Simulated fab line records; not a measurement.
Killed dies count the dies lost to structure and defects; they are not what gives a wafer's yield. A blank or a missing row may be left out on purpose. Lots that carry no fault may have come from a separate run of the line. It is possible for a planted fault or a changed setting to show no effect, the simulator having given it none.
Matching of chambers || flow n5-finfet || 4 sister chambers for N5_HKMG_FIN_ALD_75 on ald-hk-01
The step deposits Al2O3, target thk 1 nm, co reactant pulse time 1 s. 14 wafers are shown with their chamber, then 7 later ones without.

WAFERS WITH THEIR CHAMBER
{"wafer": "L423.4", "chamber": 1, "heater-power-w (W)": 155, "heater-power-outer-w (W)": 81, "susceptor-temp-C (C)": 149.68}
{"wafer": "L423.5", "chamber": 2, "heater-power-w (W)": 164, "heater-power-outer-w (W)": 85, "susceptor-temp-C (C)": 149.95}
{"wafer": "L423.6", "chamber": 3, "heater-power-w (W)": 172, "heater-power-outer-w (W)": 85, "susceptor-temp-C (C)": 150.10}
{"wafer": "L430.3", "chamber": 1, "heater-power-w (W)": 154, "heater-power-outer-w (W)": 79, "susceptor-temp-C (C)": 150.03}
{"wafer": "L430.4", "chamber": 2, "heater-power-w (W)": 163, "heater-power-outer-w (W)": 85, "susceptor-temp-C (C)": 150.22}
{"wafer": "L430.5", "chamber": 2, "heater-power-w (W)": 154, "heater-power-outer-w (W)": 83, "susceptor-temp-C (C)": 150.28}
{"wafer": "L432.1", "chamber": 2, "heater-power-w (W)": 160, "heater-power-outer-w (W)": 81, "susceptor-temp-C (C)": 150.02}
{"wafer": "L432.5", "chamber": 3, "heater-power-w (W)": 177, "heater-power-outer-w (W)": 89, "susceptor-temp-C (C)": 150.12}
{"wafer": "L432.6", "chamber": 0, "heater-power-w (W)": 131, "heater-power-outer-w (W)": 74, "susceptor-temp-C (C)": 150.07}
{"wafer": "L439.2", "chamber": 0, "heater-power-w (W)": 133, "heater-power-outer-w (W)": 74, "susceptor-temp-C (C)": 150.01}
{"wafer": "L439.3", "chamber": 1, "heater-power-w (W)": 154, "heater-power-outer-w (W)": 82, "susceptor-temp-C (C)": 150.08}
{"wafer": "L439.4", "chamber": 2, "heater-power-w (W)": 158, "heater-power-outer-w (W)": 83, "susceptor-temp-C (C)": 149.96}
{"wafer": "L441.2", "chamber": 3, "heater-power-w (W)": 172, "heater-power-outer-w (W)": 90, "susceptor-temp-C (C)": 149.94}
{"wafer": "L441.5", "chamber": 2, "heater-power-w (W)": 163, "heater-power-outer-w (W)": 82, "susceptor-temp-C (C)": 150.04}

SIGNATURES (means of the wafers above)
{"reading": "heater-power-w", "chamber 0": 132.00, "chamber 1": 154.33, "chamber 2": 160.33, "chamber 3": 173.67, "scatter within a chamber": 3.04}
{"reading": "heater-power-outer-w", "chamber 0": 74.00, "chamber 1": 80.67, "chamber 2": 83.17, "chamber 3": 88.00, "scatter within a chamber": 1.77}
{"reading": "susceptor-temp-C", "chamber 0": 150.0400, "chamber 1": 149.9300, "chamber 2": 150.0783, "chamber 3": 150.0533, "scatter within a chamber": 0.146}
Rule: for a wafer and a chamber, the distance is found by dividing, reading by reading, the gap between the wafer's reading and the chamber's mean by the reading's scatter, squaring, summing and taking the root. The wafer belongs to the nearest chamber; if the next one is less than 2 further off, it can't be placed. The scatter: the root of (the sum of the squares of (reading less its chamber's mean) over the shown wafers, divided by (wafers less chambers)).

WAFERS WHOSE CHAMBER IS MISSING
{"wafer": "L441.6", "heater-power-w (W)": 156, "heater-power-outer-w (W)": 78, "susceptor-temp-C (C)": 150.18}
{"wafer": "L443.1", "heater-power-w (W)": 173, "heater-power-outer-w (W)": 88, "susceptor-temp-C (C)": 149.99}
{"wafer": "L443.5", "heater-power-w (W)": 176, "heater-power-outer-w (W)": 89, "susceptor-temp-C (C)": 149.99}
{"wafer": "L443.6", "heater-power-w (W)": 134, "heater-power-outer-w (W)": 72, "susceptor-temp-C (C)": 149.80}
{"wafer": "L444.2", "heater-power-w (W)": 133, "heater-power-outer-w (W)": 73, "susceptor-temp-C (C)": 150.05}
{"wafer": "L444.3", "heater-power-w (W)": 159, "heater-power-outer-w (W)": 82, "susceptor-temp-C (C)": 150.20}
{"wafer": "L444.5", "heater-power-w (W)": 136, "heater-power-outer-w (W)": 73, "susceptor-temp-C (C)": 149.93}

WHICH CHAMBER EACH ONE RAN IN
{"wafer": "L441.6", "from the rows above": "can't be placed: 1 or 2", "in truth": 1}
{"wafer": "L443.1", "from the rows above": 3, "in truth": 3}
{"wafer": "L443.5", "from the rows above": 3, "in truth": 3}
{"wafer": "L443.6", "from the rows above": 0, "in truth": 0}
{"wafer": "L444.2", "from the rows above": 0, "in truth": 0}
{"wafer": "L444.3", "from the rows above": "can't be placed: 2 or 1", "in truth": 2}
{"wafer": "L444.5", "from the rows above": 0, "in truth": 0}
Placed correctly: 5 of 7. Cannot be placed on the basis of these rows: 2; the candidates contain the true chamber in 2. Placed wrongly: 0.
